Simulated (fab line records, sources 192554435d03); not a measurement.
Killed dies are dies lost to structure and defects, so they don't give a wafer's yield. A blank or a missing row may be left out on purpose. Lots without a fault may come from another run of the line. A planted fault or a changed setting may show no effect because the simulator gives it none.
Split-lot experiment | flow n5_finfet | 7 lots, 21 wafers read, on a route of 1938 steps

THE SPLIT
At N5_BEOL_M4_COAT_05 (resist thk 30 nm), the setting spin_rpm was moved away from the recipe's 1500 rpm on 5 of the 21 wafers read, by -10.7% to +4.7%. The other wafers ran this setting at the recipe's value.

FROM THE SPLIT TO THE READING: what the file shows between them, 4 steps
- N5_BEOL_M4_EBR_07
- N5_BEOL_M4_SOFTBAKE_06: time 60 s
- N5_BEOL_M4_EXPOSE_08: exposes mask M4
- N5_BEOL_M4_PEB_09: peb time 60 s

THE READING
CAR-EUV_of_BEOL_M4_COAT_05.thk_nm (the simulator's own value, which no gauge read), in nm, at N5_BEOL_M4_DEVELOP_10 (develop time 30 s). The file gives no usual value for it. The 16 wafers here that ran the recipe average 29.5 nm, standard deviation 0.099 nm.

wafer  | tool, chamber at the split | spin_rpm as run, rpm | against the recipe | CAR-EUV_of_BEOL_M4_COAT_05.thk_nm, nm | against lot-mates on the recipe
L074.3 | litho_track-04, 0          | 1418                 | -5.5%              | 30.4                                  | +1.0
L074.6 | litho_track-04, 0          | 1418                 | -5.5%              | 30.4                                  | +1.0
L074.5 | litho_track-04, 0          | 1500                 | recipe             | 29.4                                  | -
L076.1 | litho_track-03, 0          | 1500                 | recipe             | 29.6                                  | -
L076.6 | litho_track-03, 0          | 1500                 | recipe             | 29.6                                  | -
L076.4 | litho_track-03, 0          | 1571                 | +4.7%              | 28.8                                  | -0.8
L079.1 | litho_track-04, 0          | 1500                 | recipe             | 29.4                                  | -
L079.2 | litho_track-04, 0          | 1500                 | recipe             | 29.6                                  | -
L079.6 | litho_track-04, 0          | 1500                 | recipe             | 29.6                                  | -
L082.4 | litho_track-04, 0          | 1500                 | recipe             | 29.4                                  | -
L082.5 | litho_track-04, 0          | 1500                 | recipe             | 29.4                                  | -
L082.6 | litho_track-04, 0          | 1500                 | recipe             | 29.6                                  | -
L085.4 | litho_track-03, 0          | 1500                 | recipe             | 29.4                                  | -
L085.5 | litho_track-03, 0          | 1500                 | recipe             | 29.4                                  | -
L085.6 | litho_track-03, 0          | 1416                 | -5.6%              | 30.2                                  | +0.8
L087.1 | litho_track-01, 0          | 1500                 | recipe             | 29.6                                  | -
L087.2 | litho_track-01, 0          | 1500                 | recipe             | 29.6                                  | -
L087.4 | litho_track-01, 0          | 1339                 | -10.7%             | 31.2                                  | +1.6
L090.2 | litho_track-04, 0          | 1500                 | recipe             | 29.4                                  | -
L090.5 | litho_track-04, 0          | 1500                 | recipe             | 29.4                                  | -
L090.6 | litho_track-04, 0          | 1500                 | recipe             | 29.4                                  | -

THE FIT
A straight line over all 21 wafers: CAR-EUV_of_BEOL_M4_COAT_05.thk_nm changes by -0.155 nm for each +1% of spin_rpm; r = -0.98; the points scatter about the line by 0.1 nm.
The same after taking each lot's own level away (the mean of its wafers on the recipe; 21 wafers): -0.159 nm for each +1%; r = -0.99; scatter 0.076 nm.
On that fit, the largest move of spin_rpm shifts the reading by 1.7 nm.
The lots' own levels span 29.40 to 29.60 nm, that is 2.0 times the standard deviation above.
So the lot-to-lot level changes the slope little: the two slopes agree.
Check: with one of the wafers moved furthest among these (-10.7%) left out of the fit, the line predicts +1.82 nm for it against its lot-mates. It came out at +1.6 nm against them.

OTHER SPLITS ON THESE WAFERS
These wafers also went through other splits before the reading. Each is held against what the fit with the lots' levels taken away leaves over:
other split on the same wafers | wafers away from the commonest value | r with CAR-EUV_of_BEOL_M4_COAT_05.thk_nm (lot level and that fit taken away)
N5_BEOL_M1_EXPOSE_08 dose_mj   | 7                                    | +0.06
N5_BEOL_M3_COAT_67 spin_rpm    | 9                                    | +0.02
N5_BEOL_M3_EXPOSE_25 dose_mj   | 2                                    | -0.13

THE WHOLE CHAIN: every reading that the file lists as answering this split, in the file's order
step                  | what it does      | reading                                                                            | change (the file's fit)               | r (the file's)
N5_BEOL_M4_COAT_05    | resist thk 30 nm  | CAR-EUV_of_BEOL_M4_COAT_05.thk_nm (the simulator's own value, which no gauge read) | -0.156 nm for each +1% of the setting | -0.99
N5_BEOL_M4_DEVELOP_10 | develop time 30 s | CAR-EUV_of_BEOL_M4_COAT_05.thk_nm (the simulator's own value, which no gauge read) | -0.155 nm for each +1% of the setting | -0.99

THE FILE'S OWN FIT
CAR-EUV_of_BEOL_M4_COAT_05.thk_nm changes by -0.155 nm for each +1% of spin_rpm, r = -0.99.
